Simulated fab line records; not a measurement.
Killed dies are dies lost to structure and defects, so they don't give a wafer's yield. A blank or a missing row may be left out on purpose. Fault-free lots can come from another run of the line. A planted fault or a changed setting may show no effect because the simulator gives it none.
fab line records -- flow n5-finfet
record: lots: 9, wafers: 27, last-day: 17
route steps=1938 shown FIN_SAQP@122 FIN_CUT@164 BEOL_M4@1111 PASSIVATION@1936
lots with no fault: from the same line, run without faults
start-h: hours from the record's opening day to when the first of the lot's shown wafers began -- wait-h: how many hours have passed since the lot's step before this one -- " the same as in the row above -- L1.1+2: a single row standing in for several wafers -- - no value, or no start given -- * or withheld: withheld -- < > ~ a bound
route shown NAME@n: a module of which the file shows steps, and the number in the route of the first -- usual: mean/standard deviation of fault-free wafers -- same: alike in all rows -- chamber/n: place in a boat -- sites: the reading at each site -- _std_site: standard deviation of those values -- _edge_site: inner sites' mean taken away from outer sites' mean -- radius-mm: for every site, how far away it sits from the centre of the wafer -- mask NAME#n: copy n -- behind: the last tool/chamber to shape the wafer -- hold: why the lot was held/for how many hours/how that ended -- device: the n, p or np transistor that did not switch -- end of line: the route-end tests of the same wafers -- a step given without rows: its recipe and nothing more -- killed: dies lost to structure and defects at the first sort, not the wafer's yield -- map: a wafer's dies, x killed, . not, _ none there
set.NAME: the setting the step ran with; set.NAME@STEP: the setting that earlier step ran with -- model.NAME: the simulator's own value behind a step, which no gauge read
one table for each step of the route and one row for each wafer, over a sample of lots
services: a tool's chamber out of use, with start hour (start-h, from the record's first day; less than 0 if before it), hours out, and reason
== steps ==
step: N5_FIN_SAQP_STRIP_23
recipe: chemistry: SPM, time-s: 750, temp-c: 130, h2so4-h2o2-vol-ratio: 4
same: time-s: 750
lot.wafer,tool,chamber,start-h,wait-h
L984.2+3+5,wet-bench-03,"7,5,1",24.77,-
L990.4+5+6,wet-bench-04,"0,6,7",58.35,-
L992.3+4+6,wet-bench-03,"0,5,2",70.29,-
L996.2+3+6,wet-bench-03,"4,1,3",96.63,-
L997.1+2+5,wet-bench-01,"6,2,4",103.37,-
L998.1+5+6,wet-bench-04,"4,5,3",108.54,-
L100.1+4+5,wet-bench-03,"3,4,0",119.35,-
L104.2+3+4,wet-bench-03,"7,4,0",142.40,-
L105.3+5+6,wet-bench-03,"1,2,4",150.26,-
step: N5_FIN_SAQP_MANDREL1_REMOVE_56
recipe: chemistry: HBr/Cl2/O2, bt-time-s: 10, target: a-Si, stop-on: SiNx, endpoint: OES-SiCl, over-etch-frac: 1, icp-w: 600, bias-w: 22, HBr_flow_sccm: 150, Cl2_flow_sccm: 80, O2_flow_sccm: 5, pressure-mtorr: 10
usual: drypump-motor-current-A: 5.8/0.41, oes-product-au: 1.002/0.02, throttle-valve-pct: 36.81/0.21
lot.wafer,tool,chamber,start-h,wait-h,drypump-motor-current-A,oes-product-au,rf-hours-counter-h,throttle-valve-pct
L984.2,rie-si-04,1,26.30,0.1,5.5,0.979,26,36.55
L984.3,rie-si-04,2,26.30,0.1,5.8,1.029,193,36.38
L984.5,rie-si-04,0,26.30,0.1,6.1,0.978,-,37.11
L990.4,rie-si-02,3,59.81,0.1,5.1,1.028,18,36.90
L990.5,rie-si-02,2,59.81,0.1,5.7,1.006,-,36.58
L990.6,rie-si-02,1,59.81,0.1,5.5,0.985,-,36.74
L992.3,rie-si-02,2,71.76,0.1,5.7,1.000,188,36.57
L992.4,rie-si-02,3,71.76,0.1,5.1,1.024,-,36.92
L992.6,rie-si-02,2,71.76,0.1,5.7,1.017,-,36.58
L996.2,rie-si-04,2,98.09,0.1,5.8,1.037,195,36.39
L996.3,rie-si-04,0,98.09,0.1,6.1,0.997,95,37.11
L996.6,rie-si-04,3,98.09,0.1,5.6,1.006,-,36.78
L997.1,rie-si-05,1,104.82,0.1,6.3,1.018,15,36.99
L997.2,rie-si-05,2,104.82,0.1,5.9,1.018,9,36.84
L997.5,rie-si-05,2,104.82,0.1,5.9,0.999,-,36.83
L998.1,rie-si-02,2,110.05,0.1,5.8,1.002,189,36.57
L998.5,rie-si-02,1,110.05,0.1,5.4,0.985,-,36.74
L998.6,rie-si-02,2,110.05,0.1,5.7,1.009,-,36.59
L100.1,rie-si-02,3,120.80,0.1,5.1,1.020,19,36.90
L100.4,rie-si-02,0,120.80,0.1,6.1,1.004,51,36.83
L100.5,rie-si-02,1,120.80,0.1,5.4,1.004,-,36.76
L104.2,rie-si-05,3,143.91,0.1,6.7,0.975,107,37.18
L104.3,rie-si-05,1,143.91,0.1,6.3,1.018,16,36.98
L104.4,rie-si-05,0,143.91,0.1,5.7,1.000,106,36.75
L105.3,rie-si-04,1,151.71,0.1,5.5,0.978,27,36.54
L105.5,rie-si-04,0,151.71,0.1,6.1,0.974,-,37.11
L105.6,rie-si-04,1,151.71,0.1,5.5,0.977,-,36.53
step: N5_FIN_SAQP_SPACER2_ALD_28
recipe: material: SiO2, target-thk-a: 81, temp-c: 300, ald-precursor-family: BDEAS, ald-co-reactant: O2-plasma, pulse-time-s: 1, purge-time-s: 2, co-reactant-purge-time-s: 2, pressure-torr: 2
usual: heater-power-w: 501/39, precursor-pulse-height-rel: 1.003/0.02, susceptor-temp-C: 299.98/0.22
same: pulse-time-s: 1
lot.wafer,tool,chamber,start-h,wait-h,heater-power-w,precursor-pulse-height-rel,susceptor-temp-C
L984.2,ald-sin-03,1,27.56,0.1,548,1.042,300.16
L984.3,ald-sin-03,0,27.56,0.1,525,0.988,299.96
L984.5,ald-sin-03,2,27.56,0.1,505,0.972,299.99
L990.4,ald-sin-01,1,60.95,0.1,435,1.008,300.04
L990.5,ald-sin-01,2,60.95,0.1,551,1.031,299.73
L990.6,ald-sin-01,1,60.95,0.1,423,1.010,300.28
L992.3,ald-sin-04,0,72.94,0.1,521,0.961,299.77
L992.4,ald-sin-04,2,72.94,0.1,488,0.983,300.22
L992.6,ald-sin-04,1,72.94,0.1,444,0.976,300.14
L996.2,ald-sin-03,1,101.03,1.7,518,1.003,300.02
L996.3,ald-sin-03,2,101.03,1.7,502,0.993,300.41
L996.6,ald-sin-03,3,101.03,1.7,573,1.011,299.88
L997.1,ald-sin-01,3,106.08,0.1,515,1.000,299.41
L997.2,ald-sin-01,2,106.08,0.1,564,1.001,299.95
L997.5,ald-sin-01,0,106.08,0.1,428,1.003,300.07
L998.1,ald-sin-03,1,113.12,1.5,533,0.982,299.98
L998.5,ald-sin-03,0,113.12,1.5,518,1.019,300.03
L998.6,ald-sin-03,3,113.12,1.5,572,1.012,300.13
L100.1,ald-sin-04,3,121.93,0.1,466,1.003,300.47
L100.4,ald-sin-04,1,121.93,0.1,458,1.031,299.75
L100.5,ald-sin-04,1,121.93,0.1,468,1.015,300.11
L104.2,ald-sin-03,0,145.22,0.3,515,1.004,300.29
L104.3,ald-sin-03,2,145.22,0.3,506,1.023,299.97
L104.4,ald-sin-03,3,145.22,0.3,576,1.032,300.21
L105.3,ald-sin-03,1,153.09,0.1,532,0.969,299.72
L105.5,ald-sin-03,1,153.09,0.1,515,1.012,299.85
L105.6,ald-sin-03,2,153.09,0.1,492,0.974,300.09
step: N5_FIN_SAQP_INSPECT_40
recipe: inspect-instrument: brightfield, mode: aei
usual: raw-defect-count: 225/64
lot.wafer,tool,chamber,start-h,wait-h,raw-defect-count
L984.2,defect-inspect-01,-,28.67,0.0,284
L984.3,defect-inspect-01,-,28.67,0.0,256
L984.5,defect-inspect-01,-,28.67,0.0,320
L990.4,defect-inspect-02,-,62.07,0.0,172
L990.5,defect-inspect-02,-,62.07,0.0,144
L990.6,defect-inspect-02,-,62.07,0.0,191
L992.3,defect-inspect-01,-,74.05,0.0,116
L992.4,defect-inspect-01,-,74.05,0.0,113
L992.6,defect-inspect-01,-,74.05,0.0,136
L996.2,defect-inspect-02,-,102.36,0.0,190
L996.3,defect-inspect-02,-,102.36,0.0,234
L996.6,defect-inspect-02,-,102.36,0.0,192
L997.1,defect-inspect-02,-,107.33,0.0,334
L997.2,defect-inspect-02,-,107.33,0.0,284
L997.5,defect-inspect-02,-,107.33,0.0,153
L998.1,defect-inspect-01,-,114.29,0.0,234
L998.5,defect-inspect-01,-,114.29,0.0,189
L998.6,defect-inspect-01,-,114.29,0.0,298
L100.1,defect-inspect-01,-,123.04,0.0,289
L100.4,defect-inspect-01,-,123.04,0.0,214
L100.5,defect-inspect-01,-,123.04,0.0,259
L104.2,defect-inspect-01,-,146.37,0.0,506
L104.3,defect-inspect-01,-,146.37,0.0,501
L104.4,defect-inspect-01,-,146.37,0.0,582
L105.3,defect-inspect-02,-,154.90,0.0,467
L105.5,defect-inspect-02,-,154.90,0.0,456
L105.6,defect-inspect-02,-,154.90,0.0,501
step: N5_FIN_CUT_OVL_MEAS_09
recipe: points-per-wafer: 522
usual: FIN_CUT_OVL: -0.2/0.7
lot.wafer,tool,chamber,start-h,wait-h,FIN_CUT_OVL[nm]
L984.2,overlay-02,0,29.00,0.0,-0.3
L984.3,overlay-02,0,29.00,0.0,0.4
L984.5,overlay-02,0,29.00,0.0,-0.4
L990.4,overlay-02,0,62.54,0.0,-1.4
L990.5,overlay-02,0,62.54,0.0,-0.9
L990.6,overlay-02,0,62.54,0.0,-0.2
L992.3,overlay-02,0,74.40,0.0,-1.6
L992.4,overlay-02,0,74.40,0.0,-0.3
L992.6,overlay-02,0,74.40,0.0,-0.8
L996.2,overlay-01,0,102.70,0.0,0.5
L996.3,overlay-01,0,102.70,0.0,1.4
L996.6,overlay-01,0,102.70,0.0,-0.2
L997.1,overlay-01,0,107.79,0.0,-0.4
L997.2,overlay-01,0,107.79,0.0,-0.4
L997.5,overlay-01,0,107.79,0.0,-0.2
L998.1,overlay-01,0,114.75,0.0,-0.2
L998.5,overlay-01,0,114.75,0.0,0.8
L998.6,overlay-01,0,114.75,0.0,-0.5
L100.1,overlay-02,0,123.37,0.0,-1.0
L100.4,overlay-02,0,123.37,0.0,0.4
L100.5,overlay-02,0,123.37,0.0,-0.6
L104.2,overlay-02,0,146.71,0.0,-1.5
L104.3,overlay-02,0,146.71,0.0,-0.4
L104.4,overlay-02,0,146.71,0.0,-0.3
L105.3,overlay-01,0,155.24,0.0,-0.3
L105.5,overlay-01,0,155.24,0.0,0.0
L105.6,overlay-01,0,155.24,0.0,-1.4
step: N5_FIN_CUT_INSPECT_10
recipe: mode: adi, inspect-instrument: brightfield
usual: raw-defect-count: 41/10
lot.wafer,tool,chamber,start-h,wait-h,raw-defect-count
L984.2,defect-inspect-01,-,29.06,0.0,55
L984.3,defect-inspect-01,-,29.06,0.0,37
L984.5,defect-inspect-01,-,29.06,0.0,51
L990.4,defect-inspect-02,-,62.59,0.0,29
L990.5,defect-inspect-02,-,62.59,0.0,29
L990.6,defect-inspect-02,-,62.59,0.0,37
L992.3,defect-inspect-01,-,74.44,0.0,37
L992.4,defect-inspect-01,-,74.44,0.0,17
L992.6,defect-inspect-01,-,74.44,0.0,27
L996.2,defect-inspect-01,-,102.75,0.0,30
L996.3,defect-inspect-01,-,102.75,0.0,38
L996.6,defect-inspect-01,-,102.75,0.0,38
L997.1,defect-inspect-02,-,107.85,0.1,61
L997.2,defect-inspect-02,-,107.85,0.1,50
L997.5,defect-inspect-02,-,107.85,0.1,39
L998.1,defect-inspect-01,-,114.81,0.1,32
L998.5,defect-inspect-01,-,114.81,0.1,37
L998.6,defect-inspect-01,-,114.81,0.1,42
L100.1,defect-inspect-01,-,123.43,0.1,60
L100.4,defect-inspect-01,-,123.43,0.1,37
L100.5,defect-inspect-01,-,123.43,0.1,50
L104.2,defect-inspect-02,-,146.76,0.0,312
L104.3,defect-inspect-02,-,146.76,0.0,315
L104.4,defect-inspect-02,-,146.76,0.0,345
L105.3,defect-inspect-01,-,155.29,0.0,325
L105.5,defect-inspect-01,-,155.29,0.0,334
L105.6,defect-inspect-01,-,155.29,0.0,337
step: N5_BEOL_M4_RC_MEAS_101
usual: DIBL_N: 36.9/1.7, DIBL_P: 37.3/2.3, IOFF_N: 0.16/0.033, IOFF_P: 0.22/0.04, ION_N: 673/12, ION_P: 463/8, SS_N: 71.6/0.58, SS_P: 73.4/0.74, VT_N: 250/3.2, VT_P: -250/3.4
lot.wafer,tool,chamber,start-h,wait-h,DIBL_N[mV/V],DIBL_P[mV/V],IOFF_N[nA/um],IOFF_P[nA/um],ION_N[uA/um],ION_P[uA/um],SS_N[mV/dec],SS_P[mV/dec],VT_N[mV],VT_P[mV]
L984.2,prober-01,0,165.78,0.2,38.3,40.6,0.22,0.29,691,471,71.8,74.1,247,-247
L984.3,prober-01,0,165.78,0.2,39.7,42.2,0.25,0.33,681,473,73.0,74.5,243,-244
L984.5,prober-01,0,165.78,0.2,36.7,38.1,0.18,0.24,675,467,72.2,73.4,250,-248
L990.4,prober-02,0,205.12,0.5,36.4,38.5,0.17,0.25,664,460,72.0,73.9,248,-251
L990.5,prober-02,0,205.12,0.5,37.5,39.4,0.19,0.26,675,465,71.8,73.2,248,-251
L990.6,prober-02,0,205.12,0.5,35.8,37.3,0.16,0.23,666,461,71.3,73.3,248,-249
L992.3,prober-02,0,217.30,0.3,36.2,35.5,0.13,0.18,659,453,72.0,73.3,256,-252
L992.4,prober-02,0,217.30,0.3,35.7,36.2,0.13,0.18,655,452,71.5,72.9,255,-252
L992.6,prober-02,0,217.30,0.3,37.7,37.3,0.16,0.21,664,457,72.6,72.8,252,-250
L997.1,prober-01,0,254.55,0.0,38.1,38.6,0.20,0.26,680,467,71.4,74.6,246,-248
L997.2,prober-01,0,254.55,0.0,38.3,38.1,0.19,0.25,689,469,71.6,73.7,245,-248
L997.5,prober-01,0,254.55,0.0,38.3,37.8,0.18,0.24,686,465,72.5,73.2,245,-248
L998.1,prober-02,0,254.92,0.0,38.1,37.7,0.17,0.26,676,469,71.7,73.6,250,-247
L998.5,prober-02,0,254.92,0.0,38.0,36.8,0.17,0.22,674,462,71.7,73.1,248,-252
L998.6,prober-02,0,254.92,0.0,36.9,36.9,0.17,0.24,699,477,71.6,73.4,249,-249
L996.2,prober-01,0,256.41,0.2,36.9,36.1,0.15,0.25,664,464,70.8,72.6,251,-243
L996.3,prober-01,0,256.41,0.2,37.1,36.9,0.15,0.26,666,464,71.7,73.8,252,-248
L996.6,prober-01,0,256.41,0.2,37.4,37.8,0.17,0.28,686,474,71.7,72.7,249,-243
L100.1,prober-02,0,267.15,0.0,36.6,36.8,0.16,0.22,674,465,72.5,73.8,251,-250
L100.4,prober-02,0,267.15,0.0,34.0,33.8,0.12,0.17,660,457,71.4,72.9,254,-254
L100.5,prober-02,0,267.15,0.0,36.0,36.7,0.16,0.21,693,469,71.6,73.8,249,-249
L104.2,prober-02,0,304.66,0.2,37.1,37.2,0.18,0.22,677,461,71.6,74.7,246,-251
L104.3,prober-02,0,304.66,0.2,34.8,35.2,0.14,0.18,677,458,70.7,72.4,252,-254
L104.4,prober-02,0,304.66,0.2,32.6,31.7,0.10,0.15,650,449,69.9,72.3,257,-259
L105.3,prober-01,0,308.31,0.3,34.2,36.0,0.12,0.19,669,467,71.6,72.4,256,-254
L105.5,prober-01,0,308.31,0.3,39.0,41.1,0.20,0.27,677,465,72.0,73.9,246,-248
L105.6,prober-01,0,308.31,0.3,36.4,37.0,0.14,0.21,667,464,71.3,73.9,254,-248
step: N5_PASSIVATION_PROBE_49
usual: defect-limited-yield: 91.2/1.3, killed_at_M0_to_M3: 34/10, killed_at_M4_up: 13/4.6, killed-at-contacts: 13/5.5, killed-at-front-end: 41/12, killed-at-other: 2.8/2.4, killed-dies: 104/16, killed-open: 67/12, killed-short: 33/7.2, sort_bin_5_function: 5.1/0.86, sort_bin_6_memory: 3.3/0.62, sort_bin_8_speed: 0.00/0.014, sort-n-pass: 1076/16
same: gross-dies: 1180, killed-at-back-side: 0, sort_bin_4_leakage[%]: 0
lot.wafer,tool,chamber,start-h,wait-h,defect-limited-yield[%],killed_at_M0_to_M3,killed_at_M4_up,killed-at-contacts,killed-at-front-end,killed-at-other,killed-dies,killed-open,killed-short,sort_bin_5_function[%],sort_bin_6_memory[%],sort_bin_8_speed[%],sort-n-pass
L984.2,prober-01,-,273.53,0.1,90.6,37,14,16,34,10,111,74,34,5.8,3.1,0,1069
L984.3,prober-01,-,273.58,0.1,92.5,25,9,20,33,2,89,65,24,4.5,2.9,0,1091
L984.5,prober-01,-,273.68,0.2,89.4,34,20,14,57,0,125,88,35,5.8,4.7,0,1055
L990.4,prober-01,-,317.37,0.2,91.4,35,10,7,50,0,102,68,30,4.7,3.7,0,1078
L990.5,prober-01,-,317.42,0.2,91.3,34,17,17,34,1,103,68,28,4.8,3.6,0,1077
L990.6,prober-01,-,317.47,0.3,89.8,35,15,11,56,3,120,89,25,5.7,4.4,0,1060
L105.3,prober-02,-,402.21,0.1,88.1,28,4,8,97,3,140,65,32,6.4,4.0,0,1040
L105.5,prober-02,-,402.31,0.2,80.3,35,18,24,154,2,233,90,34,12.7,4.8,0,947
L105.6,prober-02,-,402.36,0.3,82.1,32,10,10,153,6,211,66,42,10.8,5.7,0,969
L104.2,prober-01,-,407.35,0.1,88.9,37,16,18,58,2,131,61,34,6.4,3.7,0,1049
L104.3,prober-01,-,407.40,0.1,86.9,24,4,12,114,0,154,40,9,8.5,3.1,0,1026
L104.4,prober-01,-,407.45,0.2,88.7,26,9,13,84,1,133,55,17,8.0,2.7,0,1047
killed by level:class
L984.2 BEOL_M0_SAQP:geometric-particle:open=15 MOL_CONTACT_COAG:geometric-particle:open=12 STI_FIN_REVEAL:geometric-particle:open=11 BEOL_M3:geometric-particle:open=8 FIN_SAQP:geometric-particle:open=5 BEOL_M0_SAQP:geometric-particle:short=4 PASS1_CAP:geometric-particle:open=4 STI_FIN_REVEAL:geometric-particle:short=3
L984.3 STI_FIN_REVEAL:geometric-particle:open=18 MOL_CONTACT_COAG:geometric-particle:open=15 FIN_SAQP:geometric-particle:open=5 MOL_CONTACT_COAG:geometric-particle:short=5 BEOL_M0_SAQP:geometric-particle:short=5 BEOL_M0_SAQP:geometric-particle:open=4 BEOL_M0:geometric-particle:open=4 BEOL_M3:geometric-particle:short=4
L984.5 STI_FIN_REVEAL:geometric-particle:open=19 MOL_CONTACT_COAG:geometric-particle:open=13 FIN_SAQP:geometric-particle:short=10 BEOL_M0_SAQP:geometric-particle:short=9 BEOL_M0_SAQP:geometric-particle:open=9 FIN_SAQP:geometric-particle:open=8 BEOL_M2:geometric-particle:open=7 GATE_CUT:geometric-particle:open=6
L990.4 STI_FIN_REVEAL:geometric-particle:open=17 BEOL_M3:geometric-particle:open=7 BEOL_M1:geometric-particle:open=7 FIN_SAQP:geometric-particle:short=6 BEOL_M0_SAQP:geometric-particle:open=6 BEOL_M2:geometric-particle:open=6 GATE_CUT:geometric-particle:short=5 FIN_SAQP:geometric-particle:open=4
L990.5 MOL_CONTACT_COAG:geometric-particle:open=14 BEOL_M0_SAQP:geometric-particle:short=9 DUMMY_GATE:geometric-particle:open=7 BEOL_M3:geometric-particle:open=7 GATE_CUT:geometric-particle:short=6 BEOL_M4:geometric-particle:open=6 BEOL_M2:geometric-particle:open=5 STI_FIN_REVEAL:geometric-particle:open=4
L990.6 DUMMY_GATE:geometric-particle:open=21 MOL_CONTACT_COAG:geometric-particle:open=10 STI_FIN_REVEAL:geometric-particle:open=9 BEOL_M0_SAQP:geometric-particle:short=7 FIN_SAQP:geometric-particle:open=6 BEOL_M0_SAQP:geometric-particle:open=6 BEOL_M3:geometric-particle:open=6 BEOL_M5:geometric-particle:open=6
L105.3 FIN_SAQP:unspecified=37 FIN_SAQP:geometric-particle:open=21 FIN_SAQP:geometric-particle:short=12 STI_FIN_REVEAL:geometric-particle:open=8 MOL_CONTACT_COAG:geometric-particle:open=6 BEOL_M0_SAQP:geometric-particle:open=6 BEOL_M0:geometric-particle:open=5 ILD0:geometric-particle:short=4
L105.5 FIN_SAQP:unspecified=99 MOL_CONTACT_COAG:geometric-particle:open=19 FIN_SAQP:geometric-particle:open=18 BEOL_M0_SAQP:geometric-particle:open=12 FIN_SAQP:geometric-particle:short=7 BEOL_M2:geometric-particle:open=7 STARTING-WAFER:geometric-particle:short=7 BEOL_M0_SAQP:geometric-particle:short=6
L105.6 FIN_SAQP:unspecified=100 FIN_SAQP:geometric-particle:short=19 FIN_SAQP:geometric-particle:open=15 STI_FIN_REVEAL:geometric-particle:open=8 MOL_CONTACT_COAG:geometric-particle:open=8 BEOL_M0_SAQP:geometric-particle:short=8 BEOL_M0_SAQP:geometric-particle:open=7 BEOL_M2:geometric-particle:open=6
L104.2 FIN_SAQP:unspecified=30 MOL_CONTACT_COAG:geometric-particle:open=12 BEOL_M0_SAQP:geometric-particle:short=10 BEOL_M2:geometric-particle:open=7 STI_FIN_REVEAL:geometric-particle:open=6 MOL_CONTACT_COAG:geometric-particle:short=6 BEOL_M1:geometric-particle:open=5 BEOL_M0_SAQP:geometric-particle:open=5
L104.3 FIN_SAQP:unspecified=100 BEOL_M3:geometric-particle:open=10 MOL_CONTACT_COAG:geometric-particle:open=8 STI_FIN_REVEAL:geometric-particle:open=4 MOL_CONTACT_COAG:geometric-particle:short=4 BEOL_M0_SAQP:geometric-particle:open=3 BEOL_M2:geometric-particle:open=3 STARTING-WAFER:geometric-particle:open=3
L104.4 FIN_SAQP:unspecified=55 MOL_CONTACT_COAG:geometric-particle:open=11 BEOL_M1:geometric-particle:open=9 FIN_SAQP:geometric-particle:open=5 BEOL_M3:geometric-particle:open=5 FIN_SAQP:geometric-particle:short=3 STI_FIN_REVEAL:geometric-particle:open=3 DUMMY_GATE:geometric-particle:open=3
== services ==
tool,chamber,start-h,hours,kind
ald-sin-04,0,7.75,-,clean
ald-sin-04,1,7.75,-,clean
ald-sin-04,2,7.75,-,clean
ald-sin-04,3,7.75,-,clean
ald-sin-03,1,11.87,2.0,repair
ald-sin-03,-,14.88,0.4,repair
ald-sin-04,0,61.54,4.6,repair
ald-sin-01,0,70.17,24.0,repair
ald-sin-03,1,70.58,1.9,repair
rie-si-04,1,75.23,28.2,repair
rie-si-02,3,75.35,4.4,repair
ald-sin-01,-,87.62,14.0,pm
ald-sin-01,1,87.62,14.0,vent-cycle
ald-sin-01,2,87.62,14.0,vent-cycle
wet-bench-01,-,94.55,5.9,repair
rie-si-02,-,102.08,2.8,pm
rie-si-02,3,109.28,2.6,repair
ald-sin-03,2,121.08,6.2,repair
ald-sin-01,-,144.75,4.3,pm
ald-sin-03,1,147.61,3.5,repair
rie-si-04,2,149.79,-,clean
rie-si-04,2,149.79,18.2,scheduled-down
rie-si-04,2,149.79,18.2,vent-cycle
ald-sin-03,-,151.62,0.4,repair
== key ==
first-sign: step: N5_FIN_SAQP_INSPECT_40, reading: raw-defect-count, direction: up, sigmas: 4.3, usual: 225, struck: 502
effect: step: N5_FIN_CUT_INSPECT_10, reading: raw-defect-count, direction: up, sigmas: 28, usual: 41, struck: 328
effect: step: N5_PASSIVATION_PROBE_49, reading: killed-at-front-end, direction: up, sigmas: 5.9, usual: 41, struck: 110
more-kills-born-at: N5_FIN_SAQP_STRIP_23@wet-bench-03: 421
met-at N5_FIN_SAQP_STRIP_23
struck-lots L104,L105
not-acting-at N5_FIN_SAQP_MANDREL1_REMOVE_56,N5_FIN_SAQP_SPACER2_ALD_28,N5_FIN_CUT_OVL_MEAS_09
onset-between 119.35 142.40
also-fits time
fault: kind: chamber-particle-source, tool: wet-bench-03, chamber: -, onset-h: 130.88, steps: N5_FIN_SAQP_STRIP_23, rate-per-visit-cm2: 0.45777, end-h: 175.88
